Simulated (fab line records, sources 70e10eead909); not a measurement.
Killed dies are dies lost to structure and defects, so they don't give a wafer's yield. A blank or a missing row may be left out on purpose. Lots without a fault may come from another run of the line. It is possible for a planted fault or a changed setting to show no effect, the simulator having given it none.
fab line records ; flow nand-harc
record lots=6; wafers=18; last-day=25
route steps=1159 shown A_WL_FILL@820
lots with no fault: from the same line, run without faults
start-h: hours from the record's opening day to when the first of the lot's shown wafers began ; wait-h: hours elapsed since this lot's preceding step ; " as in the row above ; L1.1+2: a single row standing in for several wafers ; - no value, or no start given ; * or withheld: withheld ; < > ~ a bound
route shown NAME@n: NAME is a module with steps in the file, n the number in the route of the first one ; usual: mean/standard deviation taken from wafers without a fault ; same: alike in all rows ; chamber/n: place in a boat ; sites: readings site by site ; _std_site: standard deviation across them ; _edge_site: outer sites' mean less inner sites' ; radius-mm: for every site, how far away it sits from the centre of the wafer ; mask NAME#n: copy n ; behind: the last tool/chamber to shape the wafer ; hold: cause of the lot's hold/its duration in hours/its outcome ; device: the n, p or np transistor that did not switch ; end of line: tests of these same wafers at the route's end ; a step with no rows: only its recipe ; killed: at the first sort, the dies lost to defects and structure; wafer yield is something else ; map: a wafer's dies, marking killed ones x, the rest . and places with no die _
set.NAME: the run value of the setting; set.NAME@STEP: its run value at that earlier step ; model.NAME: the simulator's own value behind a step, which no gauge read
certain route steps with their lots: each step a table, each wafer a row
services: a tool's chamber out of use, with start hour (start-h, from the record's first day; less than 0 if before it), hours out, and reason
## steps
# step NHARC_A_WL_FILL_ANNEAL_08
# recipe temp-c=450; time-s=1800
# step NHARC_A_WL_FILL_ALD_10
# recipe target-thk-a=500; pulse-time-s=10; ald-cycles=500; temp-c=300; material=SiO2
# usual heater-power-outer-w=261/30; heater-power-w=462/44; precursor-pulse-height-rel=1.001/0.021
# same ald-cycles=500
lot.wafer;tool;chamber;start-h;wait-h;heater-power-outer-w;heater-power-w;precursor-pulse-height-rel
L305.1;ald-hk-03;0;379.89;0.1;255;447;1.007
L305.4;ald-hk-03;2;380.94;1.1;259;432;0.976
L305.3;ald-hk-03;3;380.94;1.1;252;435;0.997
L304.2;ald-hk-01;2;397.25;0.6;277;473;0.978
L304.4;ald-hk-01;3;397.25;0.6;306;490;0.996
L304.6;ald-hk-01;2;399.31;2.6;262;481;1.032
L310.3;ald-hk-02;1;413.51;0.6;299;523;0.979
L310.1;ald-hk-02;2;413.51;0.6;243;506;1.034
L310.6;ald-hk-02;1;415.54;2.6;300;527;0.996
L309.1;ald-hk-02;0;416.05;3.1;301;522;0.998
L309.4;ald-hk-02;3;417.59;4.6;247;413;1.012
L309.5;ald-hk-02;1;418.61;5.7;302;513;1.013
L312.2;ald-hk-01;3;449.22;3.6;297;476;0.976
L312.1;ald-hk-01;1;450.25;4.6;212;403;0.990
L312.6;ald-hk-01;2;450.25;4.6;270;493;1.036
L323.3;ald-hk-02;3;497.17;1.8;223;382;0.974
L323.5;ald-hk-02;0;497.17;1.8;279;498;0.982
L323.6;ald-hk-02;1;497.17;1.8;286;504;1.002
# step NHARC_A_WL_FILL_ETCHBACK_16
# recipe target-depth-a=880; time-s=17.6; c4f8-flow-sccm=withheld; o2-flow-sccm=8; ar-flow-sccm=withheld; rf-w=600; bias-w=800; chemistry=C4F8/O2/Ar
# step NHARC_A_WL_FILL_STRIP_29
# recipe time-s=20; o2-flow-sccm=500; ar-flow-sccm=0; bias-w=0; chemistry=O2
# usual chamber-pressure-mTorr=60.00/0.049; drypump-motor-current-A=5.7/0.44; mfc-ar-sccm=0.009/0.011; oes-product-au=0.995/0.0089; rf-vpp-V=57.8/0.91; showerhead-plenum-p-Torr=3.55/0.12; throttle-valve-pct=17.036/0.0092
# same bias-w=0
lot.wafer;tool;chamber;start-h;wait-h;chamber-pressure-mTorr;drypump-motor-current-A;mfc-ar-sccm;oes-product-au;rf-hours-counter-h;rf-vpp-V;showerhead-plenum-p-Torr;throttle-valve-pct
L305.3;rie-diel-07;3;384.69;0.1;59.92;6.0;0.020;1.005;3.4;57.5;3.48;17.026
L305.4;rie-diel-07;0;384.69;0.1;60.04;6.3;0;1.006;3.3;56.9;3.50;17.030
L305.1;rie-diel-07;1;384.69;0.1;60.07;5.1;0;0.991;3.3;57.7;3.46;17.050
L304.4;rie-diel-09;2;401.47;0.1;59.97;5.8;0.015;0.992;2.9;57.7;3.67;17.047
L304.2;rie-diel-09;3;401.47;0.1;60.03;4.7;0;0.986;4.2;58.2;3.75;17.031
L304.6;rie-diel-09;2;401.47;0.1;60.02;5.8;0.015;0.983;-;58.4;3.67;17.026
L310.1;rie-diel-09;2;417.71;0.1;59.94;5.8;0.015;0.986;3.5;57.4;3.67;17.044
L310.3;rie-diel-09;0;417.71;0.1;60.00;6.0;0.035;1.002;4.9;56.7;3.58;17.055
L310.6;rie-diel-09;2;417.71;0.1;60.02;5.8;0.015;0.982;-;59.7;3.67;17.048
L309.1;rie-diel-07;2;420.76;0.1;60.08;6.0;0.018;1.000;0.3;58.0;3.57;17.038
L309.4;rie-diel-07;1;420.76;0.1;60.09;5.1;0;0.990;0.2;57.1;3.46;17.036
L309.5;rie-diel-07;3;420.76;0.1;60.00;6.0;0.020;1.001;-;57.5;3.48;17.038
L312.2;rie-diel-09;3;453.47;0.1;59.99;4.7;0;0.989;0.1;58.5;3.74;17.032
L312.1;rie-diel-09;0;453.47;0.1;59.96;6.0;0.035;1.009;0.1;59.2;3.58;17.034
L312.6;rie-diel-09;0;453.47;0.1;60.03;6.0;0.035;1.008;-;56.6;3.58;17.039
L323.3;rie-diel-09;1;500.37;0.1;59.99;5.8;0;0.996;1.7;58.7;3.74;17.030
L323.5;rie-diel-09;2;500.37;0.1;59.99;5.8;0.015;1.001;-;59.2;3.67;17.041
L323.6;rie-diel-09;3;500.37;0.1;60.03;4.7;0;0.991;-;57.6;3.74;17.051
# step NHARC_A_WL_FILL_ETCHBACK_17
# recipe target-depth-a=40; time-s=26.7; chemistry=Cl2/BCl3
# usual chamber-pressure-mTorr=9.999/0.009; drypump-motor-current-A=5.8/0.47; oes-product-au=1.002/0.011
lot.wafer;tool;chamber;start-h;wait-h;chamber-pressure-mTorr;drypump-motor-current-A;oes-product-au;rf-hours-counter-h
L305.1;rie-metal-03;0;384.79;-;10.003;5.5;1.020;2.3
L305.3;rie-metal-03;1;384.79;-;10.007;5.7;0.998;-
L305.4;rie-metal-03;0;384.79;-;10.010;5.5;1.024;-
L304.2;rie-metal-01;1;401.55;-;9.993;5.8;0.975;1.8
L304.4;rie-metal-01;0;401.55;-;9.992;6.0;1.005;-
L304.6;rie-metal-01;0;401.55;-;10.000;5.9;0.995;-
L310.1;rie-metal-03;1;417.82;-;9.993;5.7;0.991;3.0
L310.3;rie-metal-03;0;417.82;-;9.995;5.5;1.024;-
L310.6;rie-metal-03;0;417.82;-;10.009;5.5;1.025;-
L309.1;rie-metal-02;0;420.84;-;10.000;5.1;1.004;0.4
L309.4;rie-metal-02;1;420.84;-;9.987;6.5;1.008;-
L309.5;rie-metal-02;1;420.84;-;10.005;6.5;1.009;-
L312.1;rie-metal-01;1;453.56;-;9.994;5.8;0.969;3.3
L312.2;rie-metal-01;0;453.56;-;9.987;5.9;1.011;3.3
L312.6;rie-metal-01;0;453.56;-;9.999;5.9;1.000;-
L323.3;rie-metal-01;0;500.48;-;10.005;5.9;1.002;-
L323.6;rie-metal-01;0;500.48;-;9.997;5.9;1.006;-
L323.5;rie-metal-01;1;500.48;-;9.999;5.7;0.993;-
# step NHARC_A_WL_FILL_PRECLEAN_18
# recipe time-s=30; chemistry=dHF
# step NHARC_A_WL_FILL_SRD_21
# step NHARC_A_WL_FILL_CVD_23
# recipe target-thk-a=400; temp-c=620; pressure-mtorr=200; time-s=800; material=poly-Si
# step NHARC_A_WL_FILL_ETCHBACK_26
# recipe target-depth-a=520; time-s=13.3; hbr-flow-sccm=150; rf-w=350; icp-w=350; bias-w=60; chemistry=HBr
# usual bias-w=60.01/0.19; chamber-pressure-mTorr=14.999/0.013; drypump-motor-current-A=5.6/0.59; oes-product-au=0.997/0.0089; throttle-valve-pct=23.266/0.0089
lot.wafer;tool;chamber;start-h;wait-h;bias-w;chamber-pressure-mTorr;drypump-motor-current-A;oes-product-au;rf-hours-counter-h;throttle-valve-pct
L305.1;rie-si-03;1;389.97;0.4;59.82;15.009;5.6;1.001;0.33;23.283
L305.3;rie-si-03;2;389.97;0.4;60.24;14.986;5.3;0.992;0.42;23.275
L305.4;rie-si-03;3;389.97;0.4;59.99;15.026;6.7;1.000;0.35;23.264
L304.2;rie-si-03;1;406.95;0.4;60.19;15.003;5.6;1.003;0.41;23.260
L304.4;rie-si-03;3;406.95;0.4;60.07;14.999;6.6;1.015;-;23.258
L304.6;rie-si-03;0;406.95;0.4;60.16;15.011;6.2;0.990;-;23.268
L310.3;rie-si-03;0;423.09;0.4;60.04;15.000;6.2;0.997;0.53;23.261
L310.1;rie-si-03;1;423.09;0.4;59.91;14.997;5.5;1.008;0.62;23.263
L310.6;rie-si-03;1;423.09;0.4;59.99;14.978;5.6;1.001;-;23.255
L309.1;rie-si-06;0;425.89;0.4;59.85;15.009;5.3;0.996;0.42;23.263
L309.4;rie-si-06;2;425.89;0.4;59.95;15.006;5.6;0.993;0.50;23.261
L309.5;rie-si-06;0;425.89;0.4;59.82;14.990;5.3;0.992;-;23.279
L312.2;rie-si-05;3;458.48;0.4;60.13;14.985;4.8;0.996;0.26;23.251
L312.1;rie-si-05;1;458.48;0.4;60.03;15.016;4.9;0.976;0.21;23.277
L312.6;rie-si-05;3;458.48;0.4;60.36;15.013;4.8;0.987;-;23.258
L323.3;rie-si-06;3;505.76;0.4;60.20;15.008;5.8;0.993;1.01;23.265
L323.6;rie-si-06;2;505.76;0.4;59.97;14.986;5.5;0.992;-;23.271
L323.5;rie-si-06;3;505.76;0.4;60.36;14.993;5.8;0.997;-;23.270
# step NHARC_A_WL_FILL_PRECLEAN_30
# recipe time-s=10; chemistry=dHF
# step NHARC_A_WL_FILL_SRD_14
# step NHARC_A_WL_FILL_ALD_19
# recipe target-thk-a=20; pulse-time-s=3; ald-cycles=100; temp-c=450; material=TiN
# usual ald-cycles=100/0; heater-power-outer-w=664/120; heater-power-w=1048/140; precursor-pulse-height-rel=1.002/0.018
lot.wafer;tool;chamber;start-h;wait-h;ald-cycles;heater-power-outer-w;heater-power-w;precursor-pulse-height-rel
L305.3;ald-metal-02;2;390.24;0.1;100;648;939;1.007
L305.1;ald-metal-02;0;390.24;0.1;100;603;961;1.003
L305.4;ald-metal-02;1;390.24;0.1;100;566;932;0.976
L304.2;ald-metal-01;2;407.23;0.1;100;572;850;0.990
L304.4;ald-metal-01;3;407.23;0.1;100;780;1244;1.020
L304.6;ald-metal-01;2;407.23;0.1;100;584;879;1.004
L310.3;ald-metal-02;3;423.36;0.1;-;-;-;-
L310.1;ald-metal-02;0;423.36;0.1;-;-;-;-
L310.6;ald-metal-02;0;423.36;0.1;-;-;-;-
L309.4;ald-metal-01;0;426.15;0.1;-;-;-;-
L309.1;ald-metal-01;3;426.15;0.1;-;-;-;-
L309.5;ald-metal-01;0;426.15;0.1;-;-;-;-
L312.2;ald-metal-04;3;458.85;0.2;100;898;1338;0.993
L312.1;ald-metal-04;2;458.85;0.2;100;620;993;1.026
L312.6;ald-metal-04;0;458.85;0.2;100;546;1039;0.978
L323.3;ald-metal-04;3;506.07;0.2;100;906;1293;0.987
L323.6;ald-metal-04;0;506.07;0.2;100;535;1032;1.020
L323.5;ald-metal-04;2;506.07;0.2;100;597;1007;1.006
# step NHARC_A_WL_FILL_CVD_20
# recipe target-thk-a=750; temp-c=300; pressure-torr=40; wf6-flow-sccm=40; h2-flow-sccm=1600; ar-flow-sccm=1560; time-s=5064; material=W
# usual heater-power-outer-w=243/29; heater-power-w=443/63; mfc-ar-sccm=1560/4.7; mfc-h2-sccm=1600/5.1; throttle-valve-pct=7.85/0.21
lot.wafer;tool;chamber;start-h;wait-h;heater-power-outer-w;heater-power-w;mfc-ar-sccm;mfc-h2-sccm;throttle-valve-pct
L305.1;cvd-w-02;0;-;-;277;513;1563;1607;7.68
L305.3;cvd-w-02;1;-;-;243;429;1561;1603;7.67
L305.4;cvd-w-02;0;-;-;271;505;1563;1605;7.78
L304.2;cvd-w-02;1;-;-;240;424;1556;1595;7.74
L304.4;cvd-w-02;1;-;-;241;431;1556;1591;7.62
L304.6;cvd-w-02;1;-;-;232;413;1564;1598;7.60
L310.1;cvd-w-02;1;-;-;233;428;1560;1602;7.81
L310.3;cvd-w-02;0;-;-;269;514;1563;1606;7.73
L310.6;cvd-w-02;0;-;-;272;514;1555;1610;7.77
L309.1;cvd-w-01;1;-;-;189;332;1565;1594;8.16
L309.4;cvd-w-01;1;-;-;190;338;1566;1603;8.05
L309.5;cvd-w-01;1;-;-;191;349;1560;1596;8.24
L312.2;cvd-w-02;1;-;-;241;422;1554;1602;7.81
L312.1;cvd-w-02;0;-;-;280;497;1566;1606;8.02
L312.6;cvd-w-02;0;-;-;275;506;1570;1599;8.05
L323.3;cvd-w-01;1;-;-;197;341;1558;1601;7.94
L323.6;cvd-w-01;1;-;-;198;332;1564;1598;7.84
L323.5;cvd-w-01;0;-;-;257;477;1559;1602;7.72
## services
tool;chamber;start-h;hours;kind
ald-metal-01;-;356.02;0.9;repair
rie-si-06;-;360.00;9.0;pm
cvd-w-01;0;361.18;12.0;repair
ald-metal-02;-;364.00;10.0;pm
rie-diel-07;3;366.57;2.2;repair
ald-metal-04;1;379.56;214.3;repair
cvd-w-02;-;387.19;13.0;pm
ald-metal-01;-;393.30;1.5;repair
rie-si-03;2;394.77;32.6;repair
rie-diel-07;-;405.20;9.0;pm
rie-diel-09;-;409.63;0.5;repair
ald-metal-04;-;419.87;10.0;pm
rie-diel-09;-;431.10;9.0;pm
ald-metal-01;3;441.59;6.6;repair
rie-diel-09;1;441.60;13.5;repair
cvd-w-01;0;444.03;12.0;repair
cvd-w-01;1;447.00;1.7;repair
cvd-w-02;1;449.08;3.4;repair
rie-si-06;-;451.00;0.4;repair
ald-hk-02;-;458.22;10.0;pm
rie-si-03;0;484.62;7.1;repair
rie-si-03;3;499.14;7.3;repair
rie-metal-01;-;509.00;9.0;pm
rie-si-03;-;509.00;9.0;pm
## key
first-sign step=NHARC_A_WL_FILL_ALD_19; reading=tool-record; direction=missing
effect none on later readings
met-at NHARC_A_WL_FILL_ALD_19
struck-wafers L309.1,L309.4,L309.5,L310.1,L310.3,L310.6
later-rows-left-out L309.1,L309.4,L309.5,L310.1,L310.3,L310.6
sort-left-out L309.1,L309.4,L309.5,L310.1,L310.3,L310.6
tester-left-out L309,L310
onset-between 407.23 423.36
fault kind=skipped-step-whole; tool=ald-metal-01,ald-metal-02; chamber=-; onset-h=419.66; steps=NHARC_A_WL_FILL_ALD_19; scope=struck-lots-only
# tester-left-out: of these lots the tester's yield and bins aren't shown, on N5 and GAA mostly nor the transistor test; their killed dies are dies lost to structure and defects alone, not to doping, threshold or leakage, so they don't give the yield
# sort-left-out: the simulated sort isn't trusted on such a fault, so these wafers' sort isn't shown, and their yield isn't known
# later-rows-left-out: the simulator's readings of these wafers behind a module that went badly wrong aren't trusted and aren't shown, but for the sort
